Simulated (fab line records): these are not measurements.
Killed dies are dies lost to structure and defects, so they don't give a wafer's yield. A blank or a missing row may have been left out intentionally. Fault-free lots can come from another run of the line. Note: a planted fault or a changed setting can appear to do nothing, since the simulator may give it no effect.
Split-lot trial :: flow n5 finfet :: route with 1938 steps; 7 lots, 39 wafers read

== SPLIT DETAILS ==
At N5_BEOL_M10_VIA_ETCH_34 (etches SiCOH lowk in C4F6/O2, target depth 184.5 nm, time 69.2 s), the setting time s was moved away from the recipe's 69.2 s on 18 of the 39 wafers read, by -40.3% to +54.8%. This setting was run at the recipe's value on the other wafers.

The reading comes from the split's own step.

== THE READING ==
SOC_of_BEOL_M10_COAT_63.thk nm (the simulator's own value, which no gauge read), in nm, at N5_BEOL_M10_VIA_ETCH_34 (etches SiCOH lowk in C4F6/O2, target depth 184.5 nm, time 69.2 s). The file does not state a usual value for it. Across the 21 wafers here that went through the recipe, the average is 91.9 nm and the standard deviation 0.26 nm.

wafer: L076.1
tool, chamber at the split: rie diel-01, 3
time s as run, s: 69.2
against the recipe: recipe
SOC_of_BEOL_M10_COAT_63.thk nm, nm: 92
against lot-mates on the recipe: -

wafer: L076.2
tool, chamber at the split: rie diel-01, 1
time s as run, s: 56.41
against the recipe: -18.5%
SOC_of_BEOL_M10_COAT_63.thk nm, nm: 93.2
against lot-mates on the recipe: +1.3

wafer: L076.3
tool, chamber at the split: rie diel-01, 0
time s as run, s: 69.2
against the recipe: recipe
SOC_of_BEOL_M10_COAT_63.thk nm, nm: 91.8
against lot-mates on the recipe: -

wafer: L076.4
tool, chamber at the split: rie diel-01, 2
time s as run, s: 56.41
against the recipe: -18.5%
SOC_of_BEOL_M10_COAT_63.thk nm, nm: 93.4
against lot-mates on the recipe: +1.5

wafer: L076.5
tool, chamber at the split: rie diel-01, 1
time s as run, s: 56.41
against the recipe: -18.5%
SOC_of_BEOL_M10_COAT_63.thk nm, nm: 93.8
against lot-mates on the recipe: +1.9

wafer: L076.6
tool, chamber at the split: rie diel-01, 2
time s as run, s: 69.2
against the recipe: recipe
SOC_of_BEOL_M10_COAT_63.thk nm, nm: 91.8
against lot-mates on the recipe: -

wafer: L079.1
tool, chamber at the split: rie diel-06, 1
time s as run, s: 93.11
against the recipe: +34.6%
SOC_of_BEOL_M10_COAT_63.thk nm, nm: 89.4
against lot-mates on the recipe: -2.6

wafer: L079.2
tool, chamber at the split: rie diel-06, 3
time s as run, s: 93.11
against the recipe: +34.6%
SOC_of_BEOL_M10_COAT_63.thk nm, nm: 89.2
against lot-mates on the recipe: -2.8

wafer: L079.3
tool, chamber at the split: rie diel-06, 2
time s as run, s: 69.2
against the recipe: recipe
SOC_of_BEOL_M10_COAT_63.thk nm, nm: 92
against lot-mates on the recipe: -

wafer: L079.4
tool, chamber at the split: rie diel-06, 0
time s as run, s: 93.11
against the recipe: +34.6%
SOC_of_BEOL_M10_COAT_63.thk nm, nm: 88.6
against lot-mates on the recipe: -3.4

wafer: L079.5
tool, chamber at the split: rie diel-06, 1
time s as run, s: 69.2
against the recipe: recipe
SOC_of_BEOL_M10_COAT_63.thk nm, nm: 92.2
against lot-mates on the recipe: -

wafer: L079.6
tool, chamber at the split: rie diel-06, 0
time s as run, s: 69.2
against the recipe: recipe
SOC_of_BEOL_M10_COAT_63.thk nm, nm: 91.8
against lot-mates on the recipe: -

wafer: L091.2
tool, chamber at the split: rie diel-06, 2
time s as run, s: 69.2
against the recipe: recipe
SOC_of_BEOL_M10_COAT_63.thk nm, nm: 91.8
against lot-mates on the recipe: -

wafer: L091.4
tool, chamber at the split: rie diel-06, 0
time s as run, s: 69.2
against the recipe: recipe
SOC_of_BEOL_M10_COAT_63.thk nm, nm: 91.8
against lot-mates on the recipe: -

wafer: L091.5
tool, chamber at the split: rie diel-06, 3
time s as run, s: 69.2
against the recipe: recipe
SOC_of_BEOL_M10_COAT_63.thk nm, nm: 92.2
against lot-mates on the recipe: -

wafer: L092.1
tool, chamber at the split: rie diel-02, 3
time s as run, s: 41.31
against the recipe: -40.3%
SOC_of_BEOL_M10_COAT_63.thk nm, nm: 95.2
against lot-mates on the recipe: +3.5

wafer: L092.2
tool, chamber at the split: rie diel-02, 0
time s as run, s: 41.31
against the recipe: -40.3%
SOC_of_BEOL_M10_COAT_63.thk nm, nm: 95
against lot-mates on the recipe: +3.3

wafer: L092.3
tool, chamber at the split: rie diel-02, 1
time s as run, s: 69.2
against the recipe: recipe
SOC_of_BEOL_M10_COAT_63.thk nm, nm: 91.6
against lot-mates on the recipe: -

wafer: L092.4
tool, chamber at the split: rie diel-02, 2
time s as run, s: 69.2
against the recipe: recipe
SOC_of_BEOL_M10_COAT_63.thk nm, nm: 91.8
against lot-mates on the recipe: -

wafer: L092.5
tool, chamber at the split: rie diel-02, 2
time s as run, s: 41.31
against the recipe: -40.3%
SOC_of_BEOL_M10_COAT_63.thk nm, nm: 95
against lot-mates on the recipe: +3.3

wafer: L092.6
tool, chamber at the split: rie diel-02, 1
time s as run, s: 69.2
against the recipe: recipe
SOC_of_BEOL_M10_COAT_63.thk nm, nm: 91.8
against lot-mates on the recipe: -

wafer: L094.1
tool, chamber at the split: rie diel-01, 0
time s as run, s: 69.2
against the recipe: recipe
SOC_of_BEOL_M10_COAT_63.thk nm, nm: 91.4
against lot-mates on the recipe: -

wafer: L094.2
tool, chamber at the split: rie diel-01, 1
time s as run, s: 69.2
against the recipe: recipe
SOC_of_BEOL_M10_COAT_63.thk nm, nm: 91.8
against lot-mates on the recipe: -

wafer: L094.3
tool, chamber at the split: rie diel-01, 2,1
time s as run, s: 82.09
against the recipe: +18.6%
SOC_of_BEOL_M10_COAT_63.thk nm, nm: 90.2
against lot-mates on the recipe: -1.5

wafer: L094.5
tool, chamber at the split: rie diel-01, 2,1
time s as run, s: 82.09
against the recipe: +18.6%
SOC_of_BEOL_M10_COAT_63.thk nm, nm: 90.2
against lot-mates on the recipe: -1.5

wafer: L094.4
tool, chamber at the split: rie diel-01, 3
time s as run, s: 69.2
against the recipe: recipe
SOC_of_BEOL_M10_COAT_63.thk nm, nm: 92
against lot-mates on the recipe: -

wafer: L094.6
tool, chamber at the split: rie diel-01, 2
time s as run, s: 82.09
against the recipe: +18.6%
SOC_of_BEOL_M10_COAT_63.thk nm, nm: 90.4
against lot-mates on the recipe: -1.3

wafer: L097.1
tool, chamber at the split: rie diel-01, 0
time s as run, s: 107.1
against the recipe: +54.8%
SOC_of_BEOL_M10_COAT_63.thk nm, nm: 87.6
against lot-mates on the recipe: -4.3

wafer: L097.2
tool, chamber at the split: rie diel-01, 1
time s as run, s: 69.2
against the recipe: recipe
SOC_of_BEOL_M10_COAT_63.thk nm, nm: 92
against lot-mates on the recipe: -

wafer: L097.3
tool, chamber at the split: rie diel-01, 2
time s as run, s: 69.2
against the recipe: recipe
SOC_of_BEOL_M10_COAT_63.thk nm, nm: 92.2
against lot-mates on the recipe: -

wafer: L097.4
tool, chamber at the split: rie diel-01, 2
time s as run, s: 107.1
against the recipe: +54.8%
SOC_of_BEOL_M10_COAT_63.thk nm, nm: 87.6
against lot-mates on the recipe: -4.3

wafer: L097.5
tool, chamber at the split: rie diel-01, 1
time s as run, s: 69.2
against the recipe: recipe
SOC_of_BEOL_M10_COAT_63.thk nm, nm: 91.6
against lot-mates on the recipe: -

wafer: L097.6
tool, chamber at the split: rie diel-01, 0
time s as run, s: 107.1
against the recipe: +54.8%
SOC_of_BEOL_M10_COAT_63.thk nm, nm: 88
against lot-mates on the recipe: -3.9

wafer: L096.1
tool, chamber at the split: rie diel-02, 0
time s as run, s: 69.2
against the recipe: recipe
SOC_of_BEOL_M10_COAT_63.thk nm, nm: 92.2
against lot-mates on the recipe: -

wafer: L096.2
tool, chamber at the split: rie diel-02, 3
time s as run, s: 95.93
against the recipe: +38.6%
SOC_of_BEOL_M10_COAT_63.thk nm, nm: 89.2
against lot-mates on the recipe: -3.1

wafer: L096.3
tool, chamber at the split: rie diel-02, 2
time s as run, s: 69.2
against the recipe: recipe
SOC_of_BEOL_M10_COAT_63.thk nm, nm: 92.4
against lot-mates on the recipe: -

wafer: L096.4
tool, chamber at the split: rie diel-02, 1
time s as run, s: 95.93
against the recipe: +38.6%
SOC_of_BEOL_M10_COAT_63.thk nm, nm: 89
against lot-mates on the recipe: -3.3

wafer: L096.5
tool, chamber at the split: rie diel-02, 0
time s as run, s: 69.2
against the recipe: recipe
SOC_of_BEOL_M10_COAT_63.thk nm, nm: 92.4
against lot-mates on the recipe: -

wafer: L096.6
tool, chamber at the split: rie diel-02, 3
time s as run, s: 95.93
against the recipe: +38.6%
SOC_of_BEOL_M10_COAT_63.thk nm, nm: 88.8
against lot-mates on the recipe: -3.5
Rows listing several chambers each stand for several wafers; the file does not say which wafer went through which chamber.

FIT RESULTS
A straight line over all 39 wafers: SOC_of_BEOL_M10_COAT_63.thk nm changes by -0.0784 nm for each +1% of time s; r = -0.99; the points scatter about the line by 0.26 nm.
The same after taking each lot's own level away (the mean of its wafers on the recipe; 39 wafers): -0.0816 nm for each +1%; r = -0.99; scatter 0.22 nm.
The reading moves by 4.5 nm for the largest change in time s, on that fit.
From 91.73 to 92.33 nm: that is the span of the lots' own levels, equal to 2.3 times the standard deviation above.
Consequently the slope shifts little with the lot-to-lot level, the two slopes agreeing.
Check: for one of the wafers moved furthest among these (+54.8%), held out of the fit, the line's prediction against its lot-mates is -4.47 nm. Against them it came out at -4.33 nm.

== OTHER SPLITS ON THESE WAFERS ==
Note: prior to the reading, these wafers also went through further splits. Each is held against what the fit with the lots' levels taken away leaves over:
other split on the same wafers: N5_BEOL_M8_ILD_DEP_00 time s
wafers away from the commonest value: 15
r with SOC_of_BEOL_M10_COAT_63.thk nm (lot level and that fit taken away): +0.01

== THE WHOLE CHAIN: every reading that the file lists as answering this split, in the file's order ==
step: N5_BEOL_M10_VIA_ETCH_34
what it does: etches SiCOH lowk in C4F6/O2, target depth 184.5 nm, time 69.2 s
reading: etch.depth nm (the simulator's own value, which no gauge read)
change (the file's fit): +1.89 nm for each +1% of the setting
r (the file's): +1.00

step: N5_BEOL_M10_VIA_ETCH_34
what it does: etches SiCOH lowk in C4F6/O2, target depth 184.5 nm, time 69.2 s
reading: SOC_of_BEOL_M10_COAT_63.thk nm (the simulator's own value, which no gauge read)
change (the file's fit): -0.0814 nm for each +1% of the setting
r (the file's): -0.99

== THE FILE'S OWN FIT ==
SOC_of_BEOL_M10_COAT_63.thk nm changes by -0.0814 nm for each +1% of time s, r = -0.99.
